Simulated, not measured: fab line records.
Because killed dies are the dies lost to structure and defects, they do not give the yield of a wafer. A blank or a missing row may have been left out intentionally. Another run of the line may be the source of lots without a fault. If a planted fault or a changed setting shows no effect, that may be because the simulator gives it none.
Matching of chambers | flow n5_finfet | 4 sister chambers for N5_BEOL_M12_ETCH_59 on rie_diel-04
The step etches BARC in N2/H2, target depth 89 nm, overetch 26.7 nm, time 67.9 s. 8 wafers are shown with their chamber, then 8 later ones without.

WAFERS, EACH WITH ITS CHAMBER
wafer  | chamber | showerhead_plenum_p_Torr (Torr) | throttle_valve_pct (%)
L074.3 | 3       | 2.51                            | 18.5
L078.4 | 2       | 2.61                            | 17.8
L082.2 | 3       | 2.50                            | 18.1
L085.1 | 1       | 2.45                            | 17.9
L088.2 | 1       | 2.45                            | 17.9
L088.4 | 0       | 2.58                            | 17.5
L088.6 | 0       | 2.58                            | 17.5
L091.1 | 2       | 2.60                            | 17.9

WAFERS WHOSE CHAMBER IS MISSING
wafer  | showerhead_plenum_p_Torr (Torr) | throttle_valve_pct (%)
L091.4 | 2.45                            | 17.9
L091.5 | 2.49                            | 18.2
L097.3 | 2.45                            | 17.9
L097.4 | 2.59                            | 17.9
L097.6 | 2.45                            | 17.9
L096.1 | 2.57                            | 17.5
L096.2 | 2.44                            | 17.9
L096.3 | 2.49                            | 18.2

THE CHAMBER EACH PASSED THROUGH
wafer  | from the rows above     | in truth
L091.4 | 1                       | 1
L091.5 | 3                       | 3
L097.3 | 1                       | 1
L097.4 | can't be placed: 2 or 0 | 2
L097.6 | 1                       | 1
L096.1 | 0                       | 0
L096.2 | 1                       | 1
L096.3 | 3                       | 3
Placed correctly: 7 of 8. Not placeable from these rows: 1 (in 1, the candidates include the true chamber). Number placed wrongly: 0.
How it was worked out, from the rows above alone: a wafer's distance from a chamber is the root of the sum, over the readings, of the square of ((its reading less the chamber's mean) divided by the reading's scatter). The wafer belongs to the nearest chamber; if the next one is less than 2 further off, it can't be placed. A chamber's mean is the mean of its shown wafers. The scatter: take each reading less its chamber's mean, square it, sum over the shown wafers, divide by the number of wafers less the number of chambers, and take the root.
